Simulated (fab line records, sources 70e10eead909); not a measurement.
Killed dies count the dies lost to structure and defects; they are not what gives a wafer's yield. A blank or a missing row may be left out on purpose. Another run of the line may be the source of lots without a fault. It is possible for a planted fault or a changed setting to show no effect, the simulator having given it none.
Which tool did it? ; flow nand_harc ; Sampling: 6 lots, 18 wafers, 3 of 1159 route steps

WHAT THE GAUGES SHOWED, per wafer
NHARC_A_ONON_D1_THK_MEAS_24: measures by ellipsometry.
lot;measured;on;thk_nm (nm)
L458;day 8 11:17;film_metro-01;999 997 998
L463;day 9 16:06;film_metro-02;1002 1001 1001
L464;day 9 22:53;film_metro-01;990 991 988
L471;day 12 10:00;film_metro-01;990 988 990
L475;day 12 17:37;film_metro-02;1002 1001 1003
L477;day 13 07:41;film_metro-01;990 988 991

TOOL THAT RAN EACH LOT (tool first, then ch and the chambers of the sampled wafers, then the start)
lot;NHARC_A_ZERO_WELL_RTA_16;NHARC_A_ONON_D1_DEP_22
L458;rtp_anneal-01 ch 0, day 7 03:00;pecvd_onon-03 ch 0, day 8 10:50
L463;rtp_anneal-01 ch 0, day 8 05:11;pecvd_onon-04 ch 0, day 9 15:35
L464;rtp_anneal-02 ch 0, day 8 13:25;pecvd_onon-03 ch 0, day 9 22:22
L471;rtp_anneal-02 ch 0, day 11 00:11;pecvd_onon-04 ch 0, day 12 09:40
L475;rtp_anneal-02 ch 0, day 11 10:37;pecvd_onon-02 ch 0, day 12 17:10
L477;rtp_anneal-02 ch 0, day 12 00:20;pecvd_onon-04 ch 0, day 13 07:14
- NHARC_A_ZERO_WELL_RTA_16: time 10 s.
- NHARC_A_ONON_D1_DEP_22: target thk 1000 nm.

THE ANSWER, worked out from the rows above alone
Rule: what is usual is taken from the lots themselves. Put in order of their means at a reading, lots are off if they are a third of the lots or fewer, leave a main group of 4 or more, and stand apart from it by a gap of 3 or more times the standard deviation of the main group's means; of several such gaps the widest counts. If all means in a main group match to the digits the tables above print for the reading, that group is not used. Also off: a lot with no number at a reading for which 4 or more lots have one. Where the step has rows for the other lots, those lots are counted as sound.
No lot is off at any reading shown: from this, nothing can be told.

WHAT THE SIMULATOR HAD PUT IN
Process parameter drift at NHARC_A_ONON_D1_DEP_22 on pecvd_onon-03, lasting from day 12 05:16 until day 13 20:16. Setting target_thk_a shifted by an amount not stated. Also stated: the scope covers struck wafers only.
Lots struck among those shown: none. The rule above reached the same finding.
